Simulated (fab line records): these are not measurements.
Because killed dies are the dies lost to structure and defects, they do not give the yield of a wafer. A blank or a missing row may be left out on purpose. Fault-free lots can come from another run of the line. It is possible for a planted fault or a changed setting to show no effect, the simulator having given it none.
fab line records	flow nand-harc
[record] lots = 6	wafers = 18	last-day = 25
route steps=1159 shown A_STAIRCASE@731 A_SGD_CUT@747 END@1159
lots that met no fault: from a run of the same line without faults
start-h: hours from the record's opening day to when the first of the lot's shown wafers began	wait-h: how many hours have passed since the lot's step before this one	" identical to the entry in the row above	L1.1+2: one row covering several wafers at once	- no value, or no start was given	* or withheld: withheld	< > ~ a bound
route shown NAME@n: NAME is a module with steps in the file, n the number in the route of the first one	usual: mean/standard deviation taken from wafers without a fault	same: alike in all rows	chamber/n: place in a boat	sites: readings site by site	_std_site: the standard deviation of these	_edge_site: inner sites' mean taken away from outer sites' mean	radius-mm: for every site, how far away it sits from the centre of the wafer	mask NAME#n: copy n	behind: the most recent tool/chamber to have shaped the wafer	hold: reason for holding the lot/hours on hold/outcome of the hold	device: which transistor (n, p or np) failed to switch	end of line: the tests these same wafers got at the end of their route	a step given without rows: its recipe and nothing more	killed: not the wafer's yield, but the dies lost to structure and defects at the first sort	map: a wafer's dies, marking killed ones x, the rest . and places with no die _
set.NAME: the setting as run; set.NAME@STEP: as run at that earlier step	model.NAME: the simulator's own value behind a step, which no gauge read
a table for each step, a row for each wafer; lots at some steps of the route
services: from which hour (start-h, from the record's first day; less than 0 if before it) a tool's chamber was out of use, for how many hours, and why
[[steps]]
[step NHARC_A_STAIRCASE_PRECLEAN_448]
[recipe] time-s = *	temp-c = 50	bath-age-min = 0	chemistry = SC1
[step NHARC_A_STAIRCASE_SRD_449]
[step NHARC_A_STAIRCASE_CMP_450]
[recipe] target-thk-nm = 200	material = SiO2
[usual] motor-current-A = 11.5/1.4
lot.wafer	tool	chamber	start-h	wait-h	motor-current-A
L212.2	cmp-04	1	341.65	-	10.9
L212.3	"	2	"	"	10.0
L212.1	"	3	"	"	11.1
L215.4	cmp-02	3	349.46	-	11.0
L215.1	"	1	"	"	11.3
L215.6	"	3	"	"	10.8
L216.4	cmp-01	3	349.66	-	11.2
L216.6	"	1	"	"	10.2
L216.5	"	2	"	"	14.2
L218.4	cmp-02	2	360.29	-	10.5
L218.3	"	3	"	"	11.1
L218.5	"	3	"	"	10.6
L227.1	cmp-04	1	440.36	-	11.2
L227.6	"	1	"	"	11.4
L227.5	"	2	"	"	9.8
L230.2	cmp-04	1	460.51	-	10.6
L230.1	"	2	"	"	10.5
L230.5	"	1	"	"	11.2
[step NHARC_A_STAIRCASE_CMP_152]
[usual] motor-current-A = 11.5/1.4
lot.wafer	tool	chamber	start-h	wait-h	motor-current-A
L212.2	cmp-04	1	341.72	0.1	11.0
L212.3	"	2	"	"	10.9
L212.1	"	3	"	"	10.5
L215.4	cmp-02	3	349.53	0.1	11.4
L215.1	"	1	"	"	11.0
L215.6	"	3	"	"	10.7
L216.4	cmp-01	3	349.73	0.1	11.8
L216.6	"	1	"	"	10.3
L216.5	"	2	"	"	14.3
L218.4	cmp-02	2	360.36	0.1	10.8
L218.3	"	3	"	"	11.4
L218.5	"	3	"	"	11.1
L227.1	cmp-04	1	440.43	0.1	10.5
L227.6	"	1	"	"	10.5
L227.5	"	2	"	"	10.2
L230.2	cmp-04	1	460.58	0.1	11.0
L230.1	"	2	"	"	10.0
L230.5	"	1	"	"	11.5
[step NHARC_A_STAIRCASE_SRD_154]
[step NHARC_A_STAIRCASE_ETCH_403]
[recipe] target-depth-a = 1082	chemistry = dHF	material = SiO2
[step NHARC_A_STAIRCASE_ETCHBACK_422]
[recipe] target-depth-a = 400	over-etch-frac = 0.3	time-s = 74.286	ion-energy-ev = 120	ch3f-flow-sccm = 50	o2-flow-sccm = 30	ar-flow-sccm = 200	rf-w = 500	bias-w = 100	chemistry = CH3F/O2
[step NHARC_A_STAIRCASE_ETCH_423]
[recipe] target-depth-a = 300	chemistry = dHF	material = SiO2
[step NHARC_A_STAIRCASE_ETCHBACK_157]
[recipe] target-depth-a = 900	over-etch-frac = 0.3	time-s = 167.14	ion-energy-ev = 120	ch3f-flow-sccm = 50	o2-flow-sccm = 30	ar-flow-sccm = 200	rf-w = 500	bias-w = 100	chemistry = CH3F/O2
[step NHARC_A_STAIRCASE_STRIP_475]
[recipe] time-s = 20	o2-flow-sccm = 500	ar-flow-sccm = 0	bias-w = 0	chemistry = O2
[usual] drypump-motor-current-A = 5.9/0.45	oes-product-au = 1.001/0.011	rf-vpp-V = 57.8/0.93	showerhead-plenum-p-Torr = 3.55/0.15	throttle-valve-pct = 17.036/0.009
[same] bias-w = 0
lot.wafer	tool	chamber	start-h	wait-h	drypump-motor-current-A	oes-product-au	rf-hours-counter-h	rf-vpp-V	showerhead-plenum-p-Torr	throttle-valve-pct
L212.2	rie-diel-13	1	-	-	5.6	0.985	22	58.5	3.43	17.039
L212.1	"	2	"	"	5.4	0.992	20	58.6	3.67	17.029
L212.3	"	0	"	"	5.3	1.023	22	58.9	3.80	17.035
L215.1	rie-diel-10	0	350.71	0.2	6.3	1.005	35	58.7	3.71	17.032
L215.4	"	0	"	"	6.3	1.001	-	58.1	3.71	17.033
L215.6	"	1	"	"	6.3	1.026	-	57.0	3.81	17.027
L216.4	rie-diel-10	1	-	-	6.3	1.006	-	58.3	3.81	17.018
L216.6	"	3	"	"	6.1	0.993	-	59.1	3.60	17.039
L216.5	"	0	"	"	6.3	0.997	-	58.0	3.71	17.046
L218.3	rie-diel-11	3	361.44	0.2	5.9	1.004	64	58.0	3.47	17.047
L218.4	"	2	"	"	6.5	0.993	-	57.9	3.56	17.047
L218.5	"	0	"	"	6.1	0.991	-	57.6	3.55	17.039
L227.1	rie-diel-10	2	-	-	5.6	1.014	31	57.4	3.39	17.030
L227.5	"	0	"	"	6.3	1.002	-	59.3	3.69	17.035
L227.6	"	1	"	"	6.3	1.002	-	59.1	3.79	17.030
L230.1	rie-diel-10	1	-	-	6.3	0.992	42	58.2	3.78	17.031
L230.2	"	2	"	"	5.6	1.008	42	56.8	3.39	17.024
L230.5	"	1	"	"	6.3	0.999	-	58.3	3.78	17.047
[step NHARC_A_STAIRCASE_DEP_471]
[recipe] target-thk-a = 1000	temp-c = 400	pressure-torr = 6.5	rf-w = 900	teos-flow-sccm = 161.4	flow-sccm = 2650	target-thk-nm = 100	gas = O2	material = SiO2
[usual] heater-power-w = 612/95	rf-fwd-power-W = 896.3/2.6	throttle-valve-pct = 15.9/0.38
lot.wafer	tool	chamber	start-h	wait-h	heater-power-w	rf-fwd-power-W	throttle-valve-pct
L212.3	pecvd-04	0	342.81	-	516	897.0	15.9
L212.1	"	1	"	"	754	897.8	16.9
L212.2	"	2	"	"	627	900.7	15.5
L215.1	pecvd-02	0	350.86	-	792	896.0	15.8
L215.6	"	1	"	"	645	899.1	15.4
L215.4	"	2	"	"	512	894.1	15.9
L216.6	pecvd-03	1	351.27	-	614	895.1	15.5
L216.4	"	2	"	"	522	893.1	16.0
L216.5	"	0	"	"	627	895.4	16.0
L218.3	pecvd-03	0	361.60	-	701	893.5	16.3
L218.5	"	1	"	"	625	899.8	15.7
L218.4	"	0	"	"	688	892.9	15.7
L227.1	pecvd-03	1	441.62	-	506	896.7	15.7
L227.5	"	0	"	"	706	894.8	16.2
L227.6	"	1	"	"	528	895.2	15.9
L230.1	pecvd-03	1	461.72	-	594	899.6	16.1
L230.2	"	0	"	"	719	899.3	16.6
L230.5	"	2	"	"	536	896.1	16.1
[step NHARC_A_STAIRCASE_CMP_472]
[recipe] material = SiO2
[usual] motor-current-A = 11.5/1.5
lot.wafer	tool	chamber	start-h	wait-h	motor-current-A
L212.3	cmp-02	1	343.09	0.2	10.9
L212.1	"	3	"	"	10.7
L212.2	"	0	"	"	10.8
L215.1	cmp-02	1	351.13	0.2	11.5
L215.4	"	2	"	"	10.5
L215.6	"	0	"	"	10.5
L216.4	cmp-01	3	351.51	0.2	11.3
L216.5	"	1	"	"	10.8
L216.6	"	2	"	"	14.0
L218.4	cmp-02	3	361.82	0.1	10.9
L218.3	"	2	"	"	10.6
L218.5	"	3	"	"	11.7
L227.1	cmp-01	0	441.91	0.3	13.8
L227.5	"	1	"	"	10.7
L227.6	"	2	"	"	15.0
L230.2	cmp-04	2	462.02	0.2	10.3
L230.1	"	3	"	"	10.4
L230.5	"	1	"	"	10.9
[step NHARC_A_STAIRCASE_SRD_474]
[step NHARC_A_STAIRCASE_INSPECT_155]
[usual] raw-defect-count = 369/120
lot.wafer	tool	chamber	start-h	wait-h	raw-defect-count
L212.1	defect-inspect-01	-	343.42	0.1	264
L212.2	"	-	"	"	335
L212.3	"	-	"	"	231
L215.1	defect-inspect-01	-	351.45	0.1	747
L215.4	"	-	"	"	719
L215.6	"	-	"	"	648
L216.4	defect-inspect-01	-	351.80	0.1	278
L216.5	"	-	"	"	258
L216.6	"	-	"	"	391
L218.3	defect-inspect-01	-	362.19	0.1	932
L218.4	"	-	"	"	909
L218.5	"	-	"	"	767
L227.1	defect-inspect-02	-	442.17	0.1	193
L227.5	"	-	"	"	426
L227.6	"	-	"	"	207
L230.1	defect-inspect-02	-	462.34	0.1	194
L230.2	"	-	"	"	259
L230.5	"	-	"	"	266
[step NHARC_A_SGD_CUT_DEP_00]
[recipe] target-thk-a = 500	temp-c = 400	target-thk-nm = 50	flow-sccm = 200	rf-w = 450	material = SiNx
[usual] heater-power-w = 762/130	rf-fwd-power-W = 448.3/1.4
lot.wafer	tool	chamber	start-h	wait-h	heater-power-w	rf-fwd-power-W
L212.3	pecvd-01	0	343.49	0.1	846	447.6
L212.1	"	1	"	"	683	446.9
L212.2	"	2	"	"	642	450.4
L215.1	pecvd-02	2	351.51	0.1	702	447.7
L215.6	"	2	"	"	671	446.3
L215.4	"	0	"	"	947	447.7
L216.6	pecvd-03	2	351.95	0.1	633	447.7
L216.4	"	0	"	"	866	448.5
L216.5	"	1	"	"	725	449.4
L218.3	pecvd-03	1	362.41	0.2	706	447.1
L218.4	"	0	"	"	858	448.7
L218.5	"	2	"	"	701	447.8
L227.1	pecvd-03	0	442.27	0.1	831	448.6
L227.6	"	0	"	"	831	449.3
L227.5	"	1	"	"	831	448.1
L230.2	pecvd-03	1	462.43	0.1	821	448.0
L230.1	"	2	"	"	618	444.9
L230.5	"	1	"	"	815	448.8
[step NHARC_A_SGD_CUT_DEHYDRATE_01]
[recipe] temp-c = 150	time-s = 120
[step NHARC_A_SGD_CUT_HMDS_02]
[recipe] time-s = 30
[step NHARC_A_SGD_CUT_COAT_56]
[recipe] temp-c = 260	time-s = 75
[step NHARC_A_SGD_CUT_COAT_57]
[recipe] temp-c = 225	time-s = 65
[step NHARC_A_SGD_CUT_COAT_03]
[recipe] spin-rpm = 1500	resist-thk-nm = 90
[step NHARC_A_SGD_CUT_SOFTBAKE_04]
[recipe] temp-c = 105	time-s = 55
[step NHARC_A_SGD_CUT_EBR_05]
[step NHARC_A_SGD_CUT_EXPOSE_06]
[recipe] na = 1.35	dose-mj = 85.59	mask-id = SGD
[step NHARC_A_SGD_CUT_PEB_07]
[recipe] peb-temp-c = 100	peb-time-s = 65
[step NHARC_A_SGD_CUT_DEVELOP_08]
[recipe] develop-time-s = 35	dev-temp-c = 23
[step NHARC_A_SGD_CUT_CD_MEAS_09]
[recipe] target-cd-nm = 100	landing-energy-ev = 500
[usual] cd-nm = 100.1/0.56
lot.wafer	tool	chamber	start-h	wait-h	cd-nm
L212.1	cd-sem-02	0	344.09	-	99.6
L212.2	"	0	"	"	100.1
L212.3	"	0	"	"	100.4
L215.1	cd-sem-01	0	352.11	-	99.3
L215.4	"	0	"	"	100.0
L215.6	"	0	"	"	99.7
L216.4	cd-sem-03	0	352.59	-	100.4
L216.5	"	0	"	"	99.8
L216.6	"	0	"	"	99.7
L218.3	cd-sem-02	0	363.11	-	100.0
L218.4	"	0	"	"	99.9
L218.5	"	0	"	"	100.2
L227.1	cd-sem-03	0	442.98	-	100.4
L227.5	"	0	"	"	100.0
L227.6	"	0	"	"	100.2
L230.1	cd-sem-01	0	463.00	-	100.0
L230.2	"	0	"	"	100.0
L230.5	"	0	"	"	100.4
[step NHARC_A_SGD_CUT_OVL_MEAS_10]
[usual] overlay-x-nm = 0.1/0.97	overlay-y-nm = 0.0/0.99
lot.wafer	tool	chamber	start-h	wait-h	overlay-x-nm	overlay-y-nm
L212.1	overlay-02	-	344.17	-	0.1	0.7
L212.2	"	-	"	"	-0.1	0.5
L212.3	"	-	"	"	0.0	-0.4
L215.1	overlay-01	-	352.20	-	-0.1	-1.0
L215.4	"	-	"	"	0.1	-0.9
L215.6	"	-	"	"	-0.1	-0.5
L216.4	overlay-02	-	352.68	-	0.7	0.2
L216.5	"	-	"	"	1.2	0.5
L216.6	"	-	"	"	0.8	0.7
L218.3	overlay-01	-	363.19	-	-0.1	2.2
L218.4	"	-	"	"	-0.7	2.1
L218.5	"	-	"	"	-0.2	2.8
L227.1	overlay-01	-	443.09	-	-1.1	-2.4
L227.5	"	-	"	"	-1.5	-1.5
L227.6	"	-	"	"	-1.3	-1.1
L230.1	overlay-02	-	463.09	-	-0.1	0.0
L230.2	"	-	"	"	-0.2	0.3
L230.5	"	-	"	"	-0.4	-0.2
[step NHARC_A_SGD_CUT_INSPECT_11]
[usual] raw-defect-count = 17/9.1
lot.wafer	tool	chamber	start-h	wait-h	raw-defect-count
L212.1	defect-inspect-02	-	344.21	0.0	10
L212.2	"	-	"	"	8
L212.3	"	-	"	"	8
L215.1	defect-inspect-01	-	352.23	0.0	439
L215.4	"	-	"	"	471
L215.6	"	-	"	"	418
L216.4	defect-inspect-02	-	352.71	0.0	28
L216.5	"	-	"	"	19
L216.6	"	-	"	"	24
L218.3	defect-inspect-02	-	363.23	0.0	430
L218.4	"	-	"	"	435
L218.5	"	-	"	"	408
L227.1	defect-inspect-02	-	443.15	0.1	13
L227.5	"	-	"	"	15
L227.6	"	-	"	"	5
L230.1	defect-inspect-01	-	463.13	0.0	1
L230.2	"	-	"	"	6
L230.5	"	-	"	"	2
[step NHARC_A_SGD_CUT_DESCUM_14]
[recipe] time-s = 3	o2-flow-sccm = 200	ar-flow-sccm = 0	bias-power-w = 0	chemistry = O2
[step NHARC_END_SORT_01]
[recipe] temp-c = 25
[usual] killed-at-array = 27/10	killed-at-other = 0.6/0.83	killed-at-periphery = 2.4/1.8	killed-dies = 30/10	killed-open = 3.3/1.7	killed-short = 1.8/1.4
[same] gross-dies = 677
lot.wafer	tool	chamber	start-h	wait-h	killed-at-array	killed-at-other	killed-at-periphery	killed-dies	killed-open	killed-short
L215.1	prober-02	0	485.69	2.5	327	0	2	329	5	1
L215.4	prober-02	0	488.09	3.4	332	2	0	334	2	1
L215.6	prober-02	0	489.69	4.0	317	0	1	318	4	4
L218.3	prober-01	0	491.42	3.1	318	0	1	319	3	0
L218.4	prober-01	0	492.22	3.4	327	1	1	329	1	0
L218.5	prober-01	0	493.02	3.7	301	1	2	304	3	1
L230.1	prober-02	0	586.35	2.5	29	0	4	33	4	1
L230.2	prober-02	0	587.15	2.8	25	2	3	30	4	3
L230.5	prober-02	0	589.53	3.7	27	0	1	28	2	1
// killed by level:class
L215.1 A_STAIRCASE:unspecified=314 A_CHANNEL_HOLE_D1:chamber-film-flake=4 A_CONTACT:geometric-particle:open=2 A_STAIRCASE:chamber-film-flake=2 A_CONTACT:chamber-film-flake=2 P_CONTACT:geometric-particle:open=1 P_M0:geometric-particle:open=1 A_ONON_D1:geometric-particle:short=1
L215.4 A_STAIRCASE:unspecified=322 A_CHANNEL_HOLE_D1:chamber-film-flake=6 THIN_TSV:chamber-film-flake=2 A_ONON_D1:geometric-particle:short=1 A_CONTACT:geometric-particle:open=1 A_M0:geometric-particle:open=1 A_CHANNEL_FILL_D1:chamber-film-flake=1
L215.6 A_STAIRCASE:unspecified=306 A_M0:geometric-particle:open=2 A_CHANNEL_HOLE_D1:chamber-film-flake=2 A_CHANNEL_FILL_D1:chamber-film-flake=2 P_GATE:geometric-particle:short=1 A_SOURCE_PLATE:geometric-particle:open=1 A_WL_FILL:geometric-particle:short=1 A_CONTACT:geometric-particle:open=1
L218.3 A_STAIRCASE:unspecified=301 A_SLIT:chamber-film-flake=10 A_STAIRCASE:chamber-film-flake=3 A_CONTACT:geometric-particle:open=2 A_CHANNEL_HOLE_D1:chamber-film-flake=2 P_M1:geometric-particle:open=1
L218.4 A_STAIRCASE:unspecified=312 A_SLIT:chamber-film-flake=10 A_CHANNEL_HOLE_D1:chamber-film-flake=2 A_CONTACT:chamber-film-flake=2 A_CHANNEL_FILL_D1:geometric-particle:open=1 P_GATE:chamber-film-flake=1 HYBRID_BOND:latent=1
L218.5 A_STAIRCASE:unspecified=285 A_SLIT:chamber-film-flake=12 P_GATE:geometric-particle:open=1 P_M0:geometric-particle:short=1 A_SGD_CUT:geometric-particle:open=1 A_CONTACT:geometric-particle:open=1 A_STAIRCASE:chamber-film-flake=1 A_CONTACT:chamber-film-flake=1
L230.1 A_SLIT:chamber-film-flake=24 A_M1:geometric-particle:open=2 P_STI:chamber-film-flake=2 P_GATE:geometric-particle:open=1 A_CONTACT:geometric-particle:short=1 A_M0:geometric-particle:open=1 P_GATE:chamber-film-flake=1 A_CONTACT:chamber-film-flake=1
L230.2 A_SLIT:chamber-film-flake=14 A_CHANNEL_FILL_D1:geometric-particle:open=2 A_STAIRCASE:chamber-film-flake=2 THIN_TSV:chamber-film-flake=2 P_M1:geometric-particle:open=1 A_ONON_D1:geometric-particle:short=1 A_WL_FILL:geometric-particle:short=1 A_CONTACT:geometric-particle:open=1
L230.5 A_SLIT:chamber-film-flake=21 A_CONTACT:chamber-film-flake=2 A_ONON_D1:geometric-particle:short=1 A_WL_FILL:geometric-particle:open=1 A_CONTACT:geometric-particle:open=1 P_GATE:chamber-film-flake=1 A_ZERO_WELL:chamber-film-flake=1
// map L215.4 (x killed, . not)
____________x____________
_________.x.x..._________
_______xx....x.x.._______
______x..x....xxxx.______
_____..xx...xxxx.xxx_____
____xx...x...x...x.x.____
____.x.xx.xxx..xxxx.x____
___x.xx.x..xxx.xx.x...___
___xx..x.x..x..x.xxxx.___
__..x..xxxxx..xxxx.xx.x__
__..x.x.....xx.xxx.x..x__
_xxx.xxx.x.xx.xxxx.x..xx_
_x.x.x.xx..xxx.xxxx.x..._
_xxx.xx.xx.xx..xx.xxx..._
_xx.........x....x.xxx.._
_x...x....xxxxxxxx.x...._
xx.x..x.x..x.x.x.x...x.xx
xxxx...xxx..xxx.xxxxx.x.x
..xxx..x.x.x........xx...
........xx.x.xxxx.x.x.xxx
.xx.x...xxxxx.....x.x..xx
_x.x..xxx.xxxx.x....xx.._
_.x.xxxxx.x.......xxx..._
_xxxx.x.x.x..x..x.xx.x.x_
_.xx..x.xxxx.x....xxxxx._
_.x.....xx...xx...x..xx._
__xx..x.x...x.x....xx..__
__x...xxx.....x.xx..xxx__
___x.xxx.x......xxx.x.___
___..xxx...xx.xxx...x.___
____.xxxx.x..xx..x.x.____
____xxx.x..xx.xxx.x.x____
_____..x..xx.x..x.x._____
______x.xx.....xxxx______
_______..x..x.x..x_______
_________.xx...._________
____________.____________
// map L218.4 (x killed, . not)
____________.____________
_________....x.x_________
_______...x...xx.x_______
______.x..x..xx....______
_____.xx.x.x...x.xx._____
____....xx....xxxxxx.____
____.x.x.x.x.xxxxx...____
___xx....x....x.x.xx..___
___...x.....xx.xxxxx.x___
__x...x.x.xx..xxxxxxx.x__
__.xxxx.x.xx..xx.xx.x..__
_.xx.x.xxxx......xxxx..._
_.xxxx....x....x.xxx.xxx_
_x.x.x.xxxx..xxx.....x.._
_xx.x....xxx.xx..x.x..x._
_....x..x..x.....x.xxx.x_
.x.x..xxxxx..xx......xx.x
..xxxx.x...xxxxx..x.x....
x..xx.x.xxx.x.xxxx.xx.x..
.......xx....xxx..x..xx..
..xx.x.....x..xxx.xxxxxx.
_xxx..x...x.xx..xxxxxx.._
_.x.xxx.xxx...x..x.x...._
_xx....x.xxx.xx..xx.xxx._
_x.x..x..xxxxx.xx.xxxxx._
_x.x.....xxx...x...x..xx_
__x..xxxxxxxxx..x....x.__
__.xx.x..xx.xx.xxxx.x.x__
___x....x..x.xx.x.x.x.___
___xx.x.x....xx..x.xxx___
____x.xx.x..xx.xx...x____
____.x..xx..xx...xx..____
_____..x....xx.xx.xx_____
______xx..xxx..x..x______
_______.xx....xxx._______
_________.x...xx_________
____________.____________
[[services]]
tool	chamber	start-h	hours	kind
cmp-02	-	324.66	4.0	pm
cmp-02	-	328.66	-	consumable-replace:conditioner
cmp-02	-	328.66	-	consumable-replace:pad
pecvd-02	-	334.19	13.0	pm
rie-diel-10	2	344.04	9.2	repair
rie-diel-10	-	353.50	9.0	pm
cmp-04	-	355.60	0.5	repair
cmp-01	-	359.03	1.4	repair
rie-diel-11	-	366.65	9.0	pm
rie-diel-10	3	373.61	6.9	repair
cmp-01	-	375.66	4.0	pm
pecvd-04	-	376.00	13.0	pm
cmp-01	-	389.09	2.3	repair
cmp-04	-	399.21	4.0	pm
cmp-02	-	399.33	1.5	repair
cmp-01	-	404.48	0.6	repair
rie-diel-13	2	413.52	13.1	repair
pecvd-01	-	418.31	13.0	pm
rie-diel-13	3	421.53	9.9	repair
cmp-02	-	422.66	4.0	pm
cmp-02	-	430.78	2.2	repair
pecvd-01	2	448.75	27.5	repair
rie-diel-13	-	453.15	9.0	pm
pecvd-03	-	453.81	4.0	repair
[[key]]
[first-sign] step = NHARC_A_STAIRCASE_INSPECT_155	reading = raw-defect-count	direction = up	sigmas = 3.4	usual = 369	struck = 787
[effect] step = NHARC_A_SGD_CUT_INSPECT_11	reading = raw-defect-count	direction = up	sigmas = 46	usual = 17	struck = 434
[effect] step = NHARC_END_SORT_01	reading = killed-at-array	direction = up	sigmas = 29	usual = 27	struck = 320
[more-kills-born-at] NHARC_A_STAIRCASE_CMP_472@cmp-02 = 1839
met-at NHARC_A_STAIRCASE_CMP_472
struck-wafers L215.1,L215.4,L215.6,L218.3,L218.4,L218.5
tester-left-out L215,L218
onset-between 343.09 351.13
also-fits NHARC_A_STAIRCASE_CMP_450:cmp-02,NHARC_A_STAIRCASE_CMP_152:cmp-02
[fault] kind = chamber-particle-source	tool = cmp-02	chamber = -	onset-h = 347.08	steps = NHARC_A_STAIRCASE_CMP_472	rate-per-visit-cm2 = 0.68713	end-h = 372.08
// tester-left-out: of these lots the tester's yield and bins aren't shown, on N5 and GAA mostly nor the transistor test; their killed dies are dies lost to structure and defects alone, not to doping, threshold or leakage, so they don't give the yield
